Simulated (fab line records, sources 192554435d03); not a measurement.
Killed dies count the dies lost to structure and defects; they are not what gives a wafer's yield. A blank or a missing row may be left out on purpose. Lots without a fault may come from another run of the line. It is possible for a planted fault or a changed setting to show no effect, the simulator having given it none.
A struck lot beside a sound one	flow n5-finfet	44 steps out of a route of 1938
Sound: these wafers, L609.1, L609.4, L609.5. Struck: wafers L622.1, L622.6. (L622.4 of the same lot was not struck and is left out.) The cause comes at the end.
Per side, at each step with rows, come the tool, then ch with its chambers, and then its first start. Under that, the readings that differ: sound wafers	struck wafers	difference of the means	sigmas: that difference in standard deviations of wafers without a fault.
alike: a reading whose means differ by less than 2 such deviations, as well as words and numbers matching on both sides. not compared: withheld readings; readings where some wafer has no value; bounds like >300 that might hide an equal value; numbers whose values overlap and for which the record gives no deviation.
Wherever a step has rows on one side only, a row that says differs or no value, or a row with sigmas, the two part there. When numbers do not overlap yet have no deviation, they are printed without sigmas and do not part them. A reading missing from all wafers of one side parts the sides only when that side holds two or more wafers.

N5_SDB_CMP_30: polishes, stops on poly-Si, t overpolish 1.54 s, target thk 30 nm.
  sound on cmp-04 ch 2,3, day 4 12:01; struck on cmp-04 ch 0,1, day 7 16:19
  alike: motor-current-A, overpolish-run-s, platen-rpm, time-to-endpoint-s
N5_SDB_THK_MEAS_31:
  struck on film-metro-02, day 7 16:36; sound on film-metro-02, day 4 12:19
  alike: SDB_THK
N5_SDB_INSPECT_36: inspects for defects (darkfield).
  struck on defect-inspect-01, day 7 16:38; sound on defect-inspect-02, day 4 12:20
  alike: raw-defect-count
then, 1 step without rows for these wafers: N5_DUMMY_REMOVAL_HM_STRIP_01 (strips SiNx in CH3F/O2, stops on poly-Si, target depth 4 nm, time 6.8 s).
N5_DUMMY_REMOVAL_STRIP_10: strips in N2/H2, time 40 s.
  sound on rie-diel-06 ch 0,1,3, day 4 12:44; struck on rie-diel-01 ch 1, day 7 16:43
  alike: drypump-motor-current-A, oes-product-au, rf-vpp-V, showerhead-plenum-p-Torr, throttle-valve-pct
  not compared: rf-hours-counter-h
then, 2 steps without rows for these wafers: N5_DUMMY_REMOVAL_PRECLEAN_07 (cleans in dHF, time 30 s); N5_DUMMY_REMOVAL_DUMMY_REMOVE_02 (chemistry TMAH, target poly-Si, stops on SiO2, target depth 142 nm, time 57 s, rinse time 30 s).
N5_DUMMY_REMOVAL_INSPECT_06: inspects for defects (brightfield).
  struck on defect-inspect-01, day 7 16:53; sound on defect-inspect-02, day 4 12:54
  alike: raw-defect-count
then, 4 steps without rows for these wafers: N5_DUMMY_REMOVAL_PRECLEAN_08 (cleans in NF3:NH3, afs cycles 2, time 20 s, sublimation time 60 s); N5_DUMMY_REMOVAL_PRECLEAN_04 (cleans in DHF, time 37 s); N5_DUMMY_REMOVAL_SRD_05 (time 30 s); N5_HKMG_FIN_IL_REGROW_00 (material SiO2, chemistry O3, target thk 0.75 nm, time 30 s).
N5_HKMG_FIN_HK_ALD_01: deposits HfO2, target thk 1.6 nm, pulse time 3 s, purge time 3 s.
  sound on ald-hk-02 ch 1,2,3, day 4 13:15; struck on ald-hk-02 ch 0,1, day 7 17:18
reading	sound	struck	difference	sigmas
ald-cycles	30 30 30	35 35	+5	
  alike: precursor-pulse-height-rel
then, 11 steps without rows for these wafers: N5_HKMG_FIN_HK_ANNEAL_02 (time 30 s); N5_HKMG_FIN_ALD_74 (deposits La2O3, target thk 0.5 nm, pulse time 6 s, co reactant pulse time 1 s); N5_HKMG_FIN_ALD_75 (deposits Al2O3, target thk 1 nm, co reactant pulse time 1 s); N5_HKMG_FIN_COAT_41 (time 60 s, resist thk 300 nm); N5_HKMG_FIN_COAT_42 (time 60 s, resist thk 35 nm); N5_HKMG_FIN_COAT_43 (resist thk 90 nm); N5_HKMG_FIN_EBR_45; N5_HKMG_FIN_SOFTBAKE_44 (time 60 s); N5_HKMG_FIN_EXPOSE_46 (exposes mask NDIPOLE); N5_HKMG_FIN_PEB_47 (peb time 60 s); N5_HKMG_FIN_DEVELOP_48 (develop time 30 s).
N5_HKMG_FIN_CD_MEAS_49: the cd target is 202 nm.
  sound on cd-sem-03 ch 0, day 4 14:12; struck on cd-sem-01 ch 0, day 7 18:14
  alike: cd-nm
N5_HKMG_FIN_OVL_MEAS_50:
  sound on overlay-01 ch 0, day 4 14:14; struck on overlay-01 ch 0, day 7 18:16
  alike: NDIPOLE_OVL
N5_HKMG_FIN_INSPECT_61: inspects for defects (macro).
  struck on defect-inspect-01, day 7 18:18; sound on defect-inspect-02, day 4 14:15
  alike: raw-defect-count
N5_HKMG_FIN_DESCUM_53: chemistry O2, time 7.9 s.
  sound on rie-diel-03 ch 0,2,3, day 4 14:17; struck on rie-diel-05 ch 1,3, day 7 18:20
  alike: drypump-motor-current-A, oes-product-au, rf-vpp-V, showerhead-plenum-p-Torr, throttle-valve-pct
  not compared: rf-hours-counter-h
N5_HKMG_FIN_ETCH_54: etches SiARC in CF4, target depth 45.5 nm, time 75.8 s.
  sound on rie-diel-03 ch 0,2,3, day 4 14:19; struck on rie-diel-05 ch 1,3, day 7 18:22
  alike: drypump-motor-current-A, etch-rf-on-time-s, oes-product-au, rf-vpp-V, showerhead-plenum-p-Torr, throttle-valve-pct
  not compared: rf-hours-counter-h
then, 10 steps without rows for these wafers: N5_HKMG_FIN_ETCH_55 (etches SOC in N2/H2, target depth 240 nm, time 300 s); N5_HKMG_FIN_STRIP_56 (strips in N2/H2); N5_HKMG_FIN_STRIP_57 (strips in CF4); N5_HKMG_FIN_ETCH_58 (etches SOC in N2/H2, target depth 215.8 nm, time 741 s); N5_HKMG_FIN_STRIP_93 (strips SOC in N2/H2, time 20 s); N5_HKMG_FIN_WET_ETCH_76 (etches Al2O3 in dNH4OH, stops on La2O3, target depth 2.25 nm, rinse time 30 s); N5_HKMG_FIN_STRIP_60 (strips in N2/H2, time 360 s); N5_HKMG_FIN_WET_ETCH_77 (etches La2O3 in dHCl, stops on HfO2, target depth 2 nm); N5_HKMG_FIN_WET_ETCH_78 (etches Al2O3 in dNH4OH, stops on La2O3, target depth 4.5 nm, rinse time 30 s); N5_HKMG_FIN_ALD_79 (deposits TiN, target thk 1.5 nm, pulse time 1 s, purge time 3 s).
N5_HKMG_FIN_CVD_62: deposits a-Si from Si2H6, target thk 3 nm, time 20.8 s.
  sound on thermal-cvd-si-02 ch 0,1,2, day 4 16:01; struck on thermal-cvd-si-01 ch 0, day 7 20:04
  alike: heater-power-w
then, 2 steps without rows for these wafers: N5_HKMG_FIN_RTA_80 (time 2 s); N5_HKMG_FIN_PRECLEAN_64 (cleans in dHF, time 30 s).
N5_HKMG_FIN_THK_MEAS_70: measures by xrf.
  struck on film-metro-02, day 7 20:44; sound on film-metro-01, day 4 16:45
reading	sound	struck	difference	sigmas
HK_THK (nm)	1.556 1.558 1.567	1.860 1.828	+0.284	+17
-- record jumps: 8 days separate the struck wafers' starts on either side; left off in module HKMG_FIN, taken up again in module PASSIVATION, whose first shown step is the route's number 1936 --
N5_PASSIVATION_PROBE_49:
  struck on prober-02, day 15 20:58; sound on prober-02, day 13 01:34
reading	sound	struck	difference	sigmas
killed_at_M0_to_M3	27 28 23	41 51	+20	+2
killed_at_M4_up	13 8 12	28 24	+15	+3
killed-dies	79 63 76	119 123	+48	+3
killed-open	61 41 55	71 83	+25	+2
killed-short	18 20 18	47 39	+24	+3
  alike: killed-at-contacts, killed-at-front-end, killed-at-other

## WHERE THEY PART
At N5_HKMG_FIN_THK_MEAS_70 first; at N5_PASSIVATION_PROBE_49 last (within this record only).

WHY: the cause the simulator had injected
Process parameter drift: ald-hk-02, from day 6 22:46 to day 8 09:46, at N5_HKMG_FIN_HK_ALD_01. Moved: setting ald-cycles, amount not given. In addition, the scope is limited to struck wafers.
